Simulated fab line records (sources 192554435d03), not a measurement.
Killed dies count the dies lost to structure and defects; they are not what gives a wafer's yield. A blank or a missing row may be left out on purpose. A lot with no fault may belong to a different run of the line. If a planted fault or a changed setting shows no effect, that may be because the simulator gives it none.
fab line records | flow n5Finfet
record: lots: 7 | wafers: 21
route steps=1938 shown BEOL_M13@1685 BEOL_M14@1751 MIM_TOP_LITHO@1843 PASSIVATION@1930
startH: the number of hours between the record's first day and the start of the first shown wafer of the lot | waitH: how many hours have passed since the lot's step before this one | " same as the row above | L1.1+2: a row that stands for several wafers | - no value present, or no start provided | * or withheld: withheld | < > ~ a bound
route shown NAME@n: a module of which the file shows steps, and the number in the route of the first | usual: the fault-free wafers' mean and standard deviation | same: alike in all rows | chamber/n: place in a boat | sites: per-site readings | _std_site: standard deviation across them | _edge_site: mean of outer sites minus mean of inner sites | radiusMm: for every site, how far away it sits from the centre of the wafer | mask NAME#n: copy n | behind: the most recent tool/chamber to have shaped the wafer | hold: the reason the lot was held/the length of the hold in hours/how it ended | device: the transistor (n, p or np) that didn't switch | end of line: tests of these same wafers at the route's end | a step given without rows: its recipe and nothing more | killed: count of dies lost to structure and defects at first sort (not the wafer's yield) | map: dies across one wafer; x = killed, . = not, _ = none there
set.NAME: setting as actually run; set.NAME@STEP: the setting as run at that earlier step | model.NAME: the simulator's own value behind a step, which no gauge read
lots whose settings were changed on purpose; a table a step, a row a wafer
== steps ==
step: N5_BEOL_M13_EXPOSE_25
recipe: maskId: M13 | na: 0.93 | sourceShape: conventional | sigmaOuter: 0.4 | polarization: unpolarized | targetCdNm: 210 | doseMj: 22
lot.wafer  | tool          | chamber | startH | waitH | mask  | set.doseMj
L077.1+3+4 | krfScanner-02 | 0       | 285.15 | -     | M13#0 | 22
L080.1+4   | krfScanner-02 | 0       | 303.51 | -     | M13#0 | 22
L080.3     | "             | 0       | "      | "     | M13#0 | 23.59
L082.1+4   | krfScanner-02 | 0       | 309.08 | -     | M13#0 | 22
L082.6     | "             | 0       | "      | "     | M13#0 | 20.54
L086.2+6   | krfScanner-01 | 0       | 332.76 | -     | M13#0 | 23.31
L086.4     | "             | 0       | "      | "     | M13#0 | 22
L091.1+2+3 | krfScanner-02 | 0       | 363.43 | -     | M13#0 | 22
L095.2+3+6 | krfScanner-02 | 0       | 378.01 | -     | M13#0 | 22
L094.3+5   | krfScanner-02 | 0       | 378.73 | -     | M13#0 | 22.53
L094.6     | "             | 0       | "      | "     | M13#0 | 22
step: N5_BEOL_M13_PEB_26
recipe: pebTempC: 130 | pebTimeS: 90
step: N5_BEOL_M13_DEVELOP_27
recipe: developTimeS: 45 | rinseLiquid: diw | dry: airSpin | devTempC: 21
step: N5_BEOL_M13_HARDBAKE_32
recipe: tempC: 130 | timeS: 120
step: N5_BEOL_M13_CD_MEAS_28
recipe: targetCdNm: 209.5 | landingEnergyEv: 500 | detector: seInlens
usual: cdNm: 210.6/1.2
lot.wafer | tool     | chamber | startH | waitH | set.doseMj@BEOL_M13_EXPOSE_25 | cdNm
L077.1    | cdSem-01 | 0       | 285.32 | -     | 22                            | 210.0
L077.3    | "        | 0       | "      | "     | 22                            | 209.9
L077.4    | "        | 0       | "      | "     | 22                            | 210.6
L080.1    | cdSem-01 | 0       | 303.68 | -     | 22                            | 210.5
L080.3    | "        | 0       | "      | "     | 23.59                         | 215.4
L080.4    | "        | 0       | "      | "     | 22                            | 209.7
L082.1    | cdSem-03 | 0       | 309.25 | -     | 22                            | 212.3
L082.4    | "        | 0       | "      | "     | 22                            | 212.4
L082.6    | "        | 0       | "      | "     | 20.54                         | 205.9
L086.2    | cdSem-02 | 0       | 332.93 | -     | 23.31                         | 219.0
L086.4    | "        | 0       | "      | "     | 22                            | 212.6
L086.6    | "        | 0       | "      | "     | 23.31                         | 217.6
L091.1    | cdSem-01 | 0       | 363.60 | -     | 22                            | 210.9
L091.2    | "        | 0       | "      | "     | 22                            | 210.2
L091.3    | "        | 0       | "      | "     | 22                            | 210.3
L095.2    | cdSem-02 | 0       | 378.17 | -     | 22                            | 210.1
L095.3    | "        | 0       | "      | "     | 22                            | 210.5
L095.6    | "        | 0       | "      | "     | 22                            | 212.0
L094.3    | cdSem-01 | 0       | 378.89 | -     | 22.53                         | 212.0
L094.5    | "        | 0       | "      | "     | 22.53                         | 212.2
L094.6    | "        | 0       | "      | "     | 22                            | 212.0
step: N5_BEOL_M13_DESCUM_33
recipe: chemistry: O2 | timeS: 7.9 | sourcePowerW: 50 | biasPowerW: 20 | pressureMtorr: 20 | rfFrequencyHz: 2.712e+07 | tempC: 40 | o2FlowSccm: 225
lot.wafer | tool       | chamber | startH | waitH | set.doseMj@BEOL_M13_EXPOSE_25 | model.BEOL_M13.cdNm
L077.1    | rieDiel-03 | 1       | 285.41 | 0.0   | 22                            | 210
L077.3    | "          | 2       | "      | "     | 22                            | 209.8
L077.4    | "          | 3       | "      | "     | 22                            | 210.6
L080.1    | rieDiel-05 | 3       | 303.77 | 0.0   | 22                            | 210.6
L080.3    | "          | 0       | "      | "     | 23.59                         | 215.6
L080.4    | "          | 1       | "      | "     | 22                            | 209.6
L082.1+4  | rieDiel-06 | 2,0     | 309.34 | 0.0   | 22                            | 212.6
L082.6    | "          | 3       | "      | "     | 20.54                         | 206.2
L086.2    | rieDiel-03 | 0       | 333.01 | 0.0   | 23.31                         | 219
L086.4    | "          | 1       | "      | "     | 22                            | 212.8
L086.6    | "          | 3       | "      | "     | 23.31                         | 217.6
L091.1    | rieDiel-06 | 3       | 363.69 | 0.0   | 22                            | 211.2
L091.2    | "          | 1       | "      | "     | 22                            | 210
L091.3    | "          | 2       | "      | "     | 22                            | 210.4
L095.2    | rieDiel-05 | 3       | 378.33 | 0.1   | 22                            | 210.2
L095.3    | "          | 0       | "      | "     | 22                            | 210.6
L095.6    | "          | 0       | "      | "     | 22                            | 212.2
L094.3    | rieDiel-05 | 1       | 379.48 | 0.5   | 22.53                         | -
L094.5    | "          | 2       | "      | "     | 22.53                         | 211.8
L094.6    | "          | 1       | "      | "     | 22                            | 212.2
step: N5_BEOL_M13_ETCH_67
recipe: chemistry: CF4 | target: SiARC | targetDepthA: 1430 | timeS: 238.3 | ionEnergyEv: 80 | pressureMtorr: 40 | sourceW: 545 | biasW: 36 | Ar_flow_sccm: 100 | cf4FlowSccm: 100 | ends: cleared
lot.wafer | tool       | chamber | startH | waitH | set.doseMj@BEOL_M13_EXPOSE_25 | model.BEOL_M13.cdNm
L077.1    | rieDiel-03 | 1       | 285.45 | 0.0   | 22                            | 210.8
L077.3    | "          | 2       | "      | "     | 22                            | 210.6
L077.4    | "          | 3       | "      | "     | 22                            | 211.8
L080.1    | rieDiel-05 | 3       | 303.81 | 0.0   | 22                            | 211.8
L080.3    | "          | 0       | "      | "     | 23.59                         | 216.4
L080.4    | "          | 1       | "      | "     | 22                            | 210.8
L082.1    | rieDiel-06 | 2       | 309.37 | 0.0   | 22                            | 213.2
L082.4    | "          | 0       | "      | "     | 22                            | 213.8
L082.6    | "          | 3       | "      | "     | 20.54                         | 207.2
L086.2    | rieDiel-03 | 0       | 333.05 | 0.0   | 23.31                         | 219.8
L086.4    | "          | 1       | "      | "     | 22                            | 214.2
L086.6    | "          | 3       | "      | "     | 23.31                         | 218.8
L091.1+3  | rieDiel-06 | 3,2     | 363.72 | 0.0   | 22                            | 211.6
L091.2    | "          | 1       | "      | "     | 22                            | 210.4
L095.2    | rieDiel-05 | 3       | 378.37 | 0.0   | 22                            | 210.4
L095.3    | "          | 0       | "      | "     | 22                            | 210.6
L095.6    | "          | 0       | "      | "     | 22                            | 212
L094.3    | rieDiel-05 | 1       | 379.52 | 0.0   | 22.53                         | 213.2
L094.5    | "          | 2       | "      | "     | 22.53                         | 211.6
L094.6    | "          | 1       | "      | "     | 22                            | 213.4
step: N5_BEOL_M14_ETCH_68
recipe: chemistry: N2/H2 | target: SOC | maskMaterial: SiARC | sourceW: 3000 | biasW: 350 | tempC: 40 | timeS: 450 | ionEnergyEv: 200 | pressureMtorr: 30 | n2FlowSccm: 200 | h2FlowSccm: 200
lot.wafer | tool       | chamber | startH | waitH | set.timeS | model.SiARC_of_BEOL_M14_COAT_66.thkNm
L077.1    | rieDiel-01 | 0       | 289.72 | 0.1   | 412.5     | 69.6
L077.3    | "          | 2       | "      | "     | 450       | 64.8
L077.4    | "          | 3       | "      | "     | 450       | 65.6
L080.1    | rieDiel-01 | 1       | 308.42 | 0.1   | 450       | 65.4
L080.3    | "          | 0       | "      | "     | 352.9     | 75.8
L080.4    | "          | 2       | "      | "     | 352.9     | 75.4
L082.1    | rieDiel-01 | 1       | 318.35 | 0.1   | 450       | 64.8
L082.4    | "          | 2       | "      | "     | 476.9     | 62.6
L082.6    | "          | 0       | "      | "     | 476.9     | 63
L086.2    | rieDiel-02 | 0       | 337.35 | 0.1   | 450       | 65.4
L086.4    | "          | 2       | "      | "     | 450       | 64
L086.6    | "          | 3       | "      | "     | 450       | 64.6
L091.1    | rieDiel-01 | 1       | 369.97 | 0.1   | 450       | 65.8
L091.2    | "          | 3       | "      | "     | 450       | 65.6
L091.3    | "          | 0       | "      | "     | 450       | 66.4
L095.2    | rieDiel-01 | 3       | 383.54 | 0.1   | 450       | 65.4
L095.3    | "          | 0       | "      | "     | 476.7     | 63
L095.6    | "          | 3       | "      | "     | 476.7     | 62.8
L094.3    | rieDiel-02 | 1       | 384.61 | 0.1   | 450       | 66
L094.5    | "          | 2       | "      | "     | 450       | 64
L094.6    | "          | 1       | "      | "     | 407.7     | 70.2
step: N5_BEOL_M14_SPUTTER_43
recipe: material: TaN | targetThkA: 150 | tempC: 50 | biasV: 168.6 | powerW: 15000 | chamberPressurePa: 0.12 | timeS: 24.19
lot.wafer  | tool          | chamber | startH | waitH | set.timeS | model.TaN_of_BEOL_M14_SPUTTER_43.thkNm
L077.1+4   | pvdSputter-03 | -       | 291.85 | 0.0   | 26.02     | 16.2
L077.3     | "             | -       | "      | "     | 24.19     | 15.2
L080.1     | pvdSputter-03 | -       | 316.10 | 0.0   | 24.19     | 15
L080.3     | "             | -       | "      | "     | 24.19     | 15.2
L080.4     | "             | -       | "      | "     | 22.14     | 13.8
L082.1     | pvdSputter-01 | -       | 321.11 | 0.0   | 26.13     | 16
L082.4     | "             | -       | "      | "     | 26.13     | 16.2
L082.6     | "             | -       | "      | "     | 24.19     | 15
L086.2+4+6 | pvdSputter-02 | -       | 338.43 | 0.0   | 24.19     | 15
L091.1     | pvdSputter-03 | -       | 375.93 | 0.0   | 24.19     | 15
L091.2     | "             | -       | "      | "     | 24.19     | 15.2
L091.3     | "             | -       | "      | "     | 24.19     | 14.6
L095.2+6   | pvdSputter-02 | -       | 385.50 | 0.0   | 22.58     | 14
L095.3     | "             | -       | "      | "     | 24.19     | 15
L094.3+6   | pvdSputter-01 | -       | 386.25 | 0.0   | 24.19     | 15
L094.5     | "             | -       | "      | "     | 24.19     | 14.8
step: N5_MIM_TOP_LITHO_EXPOSE_05
recipe: maskId: MIM_TOP | na: 0.55 | sourceShape: conventional | sigmaOuter: 0.8 | polarization: unpolarized | targetCdNm: 2000 | doseMj: 20.5
lot.wafer  | tool          | chamber | startH | waitH | mask      | set.doseMj
L077.1+4   | krfScanner-02 | 0       | 304.30 | -     | MIM_TOP#0 | 20.5
L077.3     | "             | 0       | "      | "     | MIM_TOP#0 | 19.62
L080.1+3   | krfScanner-02 | 0       | 327.21 | -     | MIM_TOP#0 | 20.5
L080.4     | "             | 0       | "      | "     | MIM_TOP#0 | 19.71
L082.1+6   | krfScanner-02 | 0       | 331.24 | -     | MIM_TOP#0 | 20.5
L082.4     | "             | 0       | "      | "     | MIM_TOP#0 | 21.24
L086.2+6   | krfScanner-02 | 0       | 351.09 | -     | MIM_TOP#0 | 20.5
L086.4     | "             | 0       | "      | "     | MIM_TOP#0 | 21.6
L091.1+2+3 | krfScanner-01 | 0       | 386.43 | -     | MIM_TOP#0 | 20.5
L095.2     | krfScanner-02 | 0       | 397.10 | -     | MIM_TOP#0 | 20.94
L095.3+6   | "             | 0       | "      | "     | MIM_TOP#0 | 20.5
L094.3+6   | krfScanner-01 | 0       | 397.27 | -     | MIM_TOP#0 | 20.5
L094.5     | "             | 0       | "      | "     | MIM_TOP#0 | 19.43
step: N5_MIM_TOP_LITHO_PEB_06
recipe: pebTempC: withheld | pebTimeS: *
step: N5_MIM_TOP_LITHO_DEVELOP_07
recipe: developTimeS: 60 | rinseLiquid: diw | dry: airSpin | devTempC: 21
step: N5_MIM_TOP_LITHO_HARDBAKE_09
recipe: tempC: 130 | timeS: 120
step: N5_MIM_TOP_LITHO_CD_MEAS_08
recipe: targetCdNm: 2000 | landingEnergyEv: 500 | detector: seInlens
usual: cdNm: 2000.6/1.8
lot.wafer | tool     | chamber | startH | waitH | set.doseMj@MIM_TOP_LITHO_EXPOSE_05 | cdNm
L077.1    | cdSem-01 | 0       | 304.47 | -     | 20.5                               | 2003.4
L077.3    | "        | 0       | "      | "     | 19.62                              | 2008.6
L077.4    | "        | 0       | "      | "     | 20.5                               | 2000.4
L080.1    | cdSem-02 | 0       | 327.39 | -     | 20.5                               | 2000.3
L080.3    | "        | 0       | "      | "     | 20.5                               | 1999.4
L080.4    | "        | 0       | "      | "     | 19.71                              | 2008.9
L082.1    | cdSem-03 | 0       | 331.42 | -     | 20.5                               | 1998.7
L082.4    | "        | 0       | "      | "     | 21.24                              | 1996.7
L082.6    | "        | 0       | "      | "     | 20.5                               | 2000.9
L086.2    | cdSem-03 | 0       | 351.27 | -     | 20.5                               | 2000.5
L086.4    | "        | 0       | "      | "     | 21.6                               | 1992.4
L086.6    | "        | 0       | "      | "     | 20.5                               | 2003.1
L091.1    | cdSem-03 | 0       | 386.60 | -     | 20.5                               | 1999.2
L091.2    | "        | 0       | "      | "     | 20.5                               | 2001.0
L091.3    | "        | 0       | "      | "     | 20.5                               | 2001.2
L095.2    | cdSem-02 | 0       | 397.27 | -     | 20.94                              | 1997.4
L095.3    | "        | 0       | "      | "     | 20.5                               | 2004.7
L095.6    | "        | 0       | "      | "     | 20.5                               | 2002.4
L094.3    | cdSem-02 | 0       | 397.43 | -     | 20.5                               | 2000.4
L094.5    | "        | 0       | "      | "     | 19.43                              | 2008.6
L094.6    | "        | 0       | "      | "     | 20.5                               | 1999.7
step: N5_PASSIVATION_ETCH_54
recipe: chemistry: CHF3/O2 | target: SiO2 | targetDepthA: 8800 | CHF3_flow_sccm: 50 | O2_flow_sccm: 5 | Ar_flow_sccm: 200 | timeS: 440 | maskMaterial: PR | pressureMtorr: 30 | sourceW: 650 | biasW: 170 | ionEnergyEv: 200
usual: rfVppV: 522/9.5
lot.wafer | tool       | chamber | startH | waitH | set.biasW | rfVppV | model.PASSIVATION.featureDepthNm | model.etch.depthNm
L077.1    | rieDiel-01 | 1       | 316.12 | 0.1   | 170       | 529    | 890                              | 890
L077.3    | "          | 3       | "      | "     | 170       | 517    | 879                              | 879.1
L077.4    | "          | 2       | "      | "     | 170       | 537    | 889.8                            | 889.8
L080.1    | rieDiel-01 | 0       | 333.74 | 0.1   | 170       | 531    | 857                              | 856.9
L080.3    | "          | 1       | "      | "     | 170       | 530    | 880.4                            | 880.4
L080.4    | "          | 2       | "      | "     | 170       | 537    | 881                              | 881
L082.1    | rieDiel-01 | 0       | 337.76 | 0.1   | 170       | 533    | 860.4                            | 860.3
L082.4    | "          | 1       | "      | "     | 170       | 526    | 884                              | 884
L082.6    | "          | 0       | "      | "     | 170       | 533    | 864.4                            | 864.4
L086.2    | rieDiel-04 | 1       | 358.02 | 0.1   | 142.6     | 438    | 817.6                            | 817.6
L086.4    | "          | 3       | "      | "     | 170       | 520    | 864.6                            | 864.7
L086.6    | "          | 3       | "      | "     | 170       | 520    | 877                              | 877.1
L091.1    | rieDiel-02 | 2       | 395.31 | 0.1   | 170       | 514    | 890.6                            | 890.6
L091.2    | "          | 3       | "      | "     | 170       | 523    | 900.4                            | 900.3
L091.3    | "          | 1       | "      | "     | 170       | 523    | 876.2                            | 876.1
L095.2    | rieDiel-04 | 1       | 405.68 | 0.1   | 170       | 506    | 856.8                            | 856.7
L095.3    | "          | 0       | "      | "     | 143       | 465    | 809.6                            | 809.7
L095.6    | "          | 1       | "      | "     | 170       | 506    | 867.4                            | 867.4
L094.3    | rieDiel-01 | 3       | 415.97 | 0.1   | 170       | 516    | 874.8                            | 874.8
L094.5    | "          | 3       | "      | "     | 170       | 516    | 875.2                            | 875.2
L094.6    | "          | 1       | "      | "     | 150       | 477    | 844.4                            | 844.3
== key ==
split: step: N5_BEOL_M13_EXPOSE_25 | setting: doseMj | stated: 22 | by: wafer
response: step: N5_BEOL_M13_CD_MEAS_28 | reading: cdNm | change: +0.839 | per: 1% | r: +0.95
response: step: N5_BEOL_M13_DESCUM_33 | reading: model.BEOL_M13.cdNm | change: +0.84 | per: 1% | r: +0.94
response: step: N5_BEOL_M13_ETCH_67 | reading: model.BEOL_M13.cdNm | change: +0.775 | per: 1% | r: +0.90
split: step: N5_BEOL_M14_ETCH_68 | setting: timeS | stated: 450 | by: wafer
response: step: N5_BEOL_M14_ETCH_68 | reading: model.SiARC_of_BEOL_M14_COAT_66.thkNm | change: -0.479 | per: 1% | r: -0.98
split: step: N5_BEOL_M14_SPUTTER_43 | setting: timeS | stated: 24.19 | by: wafer
response: step: N5_BEOL_M14_SPUTTER_43 | reading: model.TaN_of_BEOL_M14_SPUTTER_43.thkNm | change: +0.143 | per: 1% | r: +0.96
split: step: N5_MIM_TOP_LITHO_EXPOSE_05 | setting: doseMj | stated: 20.5 | by: wafer
response: step: N5_MIM_TOP_LITHO_CD_MEAS_08 | reading: cdNm | change: -1.71 | per: 1% | r: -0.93
split: step: N5_PASSIVATION_ETCH_54 | setting: biasW | stated: 170 | by: wafer
response: step: N5_PASSIVATION_ETCH_54 | reading: rfVppV | change: +3.73 | per: 1% | r: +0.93
response: step: N5_PASSIVATION_ETCH_54 | reading: model.PASSIVATION.featureDepthNm | change: +3.15 | per: 1% | r: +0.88
response: step: N5_PASSIVATION_ETCH_54 | reading: model.etch.depthNm | change: +3.15 | per: 1% | r: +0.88
